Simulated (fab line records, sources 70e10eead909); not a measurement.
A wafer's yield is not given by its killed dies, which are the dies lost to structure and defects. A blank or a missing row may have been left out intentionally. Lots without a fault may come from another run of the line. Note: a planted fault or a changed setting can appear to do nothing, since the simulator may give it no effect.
Chamber matching :: flow nandHarc :: rieDiel-09 running NHARC_A_BONDPAD_STRIP_15: 4 sister chambers
The step strips in O2. 8 wafers are shown with their chamber, then 8 later ones without.

WAFERS WITH THEIR CHAMBER
wafer: L107.6
chamber: 3
drypumpMotorCurrentA (A): 5.7
oesProductAu (a.u.): 0.976

wafer: L113.1
chamber: 1
drypumpMotorCurrentA (A): 6.1
oesProductAu (a.u.): 1.018

wafer: L113.5
chamber: 1
drypumpMotorCurrentA (A): 6.1
oesProductAu (a.u.): 1.015

wafer: L113.6
chamber: 0
drypumpMotorCurrentA (A): 5.0
oesProductAu (a.u.): 0.992

wafer: L120.2
chamber: 2
drypumpMotorCurrentA (A): 6.0
oesProductAu (a.u.): 1.012

wafer: L120.5
chamber: 3
drypumpMotorCurrentA (A): 5.6
oesProductAu (a.u.): 0.980

wafer: L120.6
chamber: 2
drypumpMotorCurrentA (A): 6.0
oesProductAu (a.u.): 1.013

wafer: L119.1
chamber: 0
drypumpMotorCurrentA (A): 5.0
oesProductAu (a.u.): 1.011

WAFERS WITH NO CHAMBER GIVEN
wafer: L119.2
drypumpMotorCurrentA (A): 6.0
oesProductAu (a.u.): 1.003

wafer: L119.6
drypumpMotorCurrentA (A): 6.0
oesProductAu (a.u.): 1.014

wafer: L122.1
drypumpMotorCurrentA (A): 5.0
oesProductAu (a.u.): 0.989

wafer: L122.4
drypumpMotorCurrentA (A): 5.7
oesProductAu (a.u.): 0.976

wafer: L122.5
drypumpMotorCurrentA (A): 6.1
oesProductAu (a.u.): 1.018

wafer: L123.3
drypumpMotorCurrentA (A): 5.0
oesProductAu (a.u.): 0.995

wafer: L123.4
drypumpMotorCurrentA (A): 5.0
oesProductAu (a.u.): 0.990

wafer: L123.6
drypumpMotorCurrentA (A): 6.1
oesProductAu (a.u.): 1.032

CHAMBER TAKEN BY EACH
wafer: L119.2
from the rows above: 2
in truth: 2

wafer: L119.6
from the rows above: 2
in truth: 2

wafer: L122.1
from the rows above: 0
in truth: 0

wafer: L122.4
from the rows above: 3
in truth: 3

wafer: L122.5
from the rows above: 1
in truth: 1

wafer: L123.3
from the rows above: 0
in truth: 0

wafer: L123.4
from the rows above: 0
in truth: 0

wafer: L123.6
from the rows above: can't be placed: 1 or 2
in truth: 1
Placed correctly: 7 of 8. Unplaceable from these rows: 1, with the true chamber sitting among the candidates in 1. Number placed wrongly: 0.
How it was worked out, from the rows above alone: a wafer's distance from a chamber is the root of the sum, over the readings, of the square of ((its reading less the chamber's mean) divided by the reading's scatter). If the next closest chamber is less than 2 further off than the closest, the wafer can't be placed; otherwise it belongs to the closest. A chamber's mean is the mean of its shown wafers. How the scatter is found: for the shown wafers, subtract from each reading the mean of its chamber, square and add these, divide the total by (wafers less chambers), then take the root.
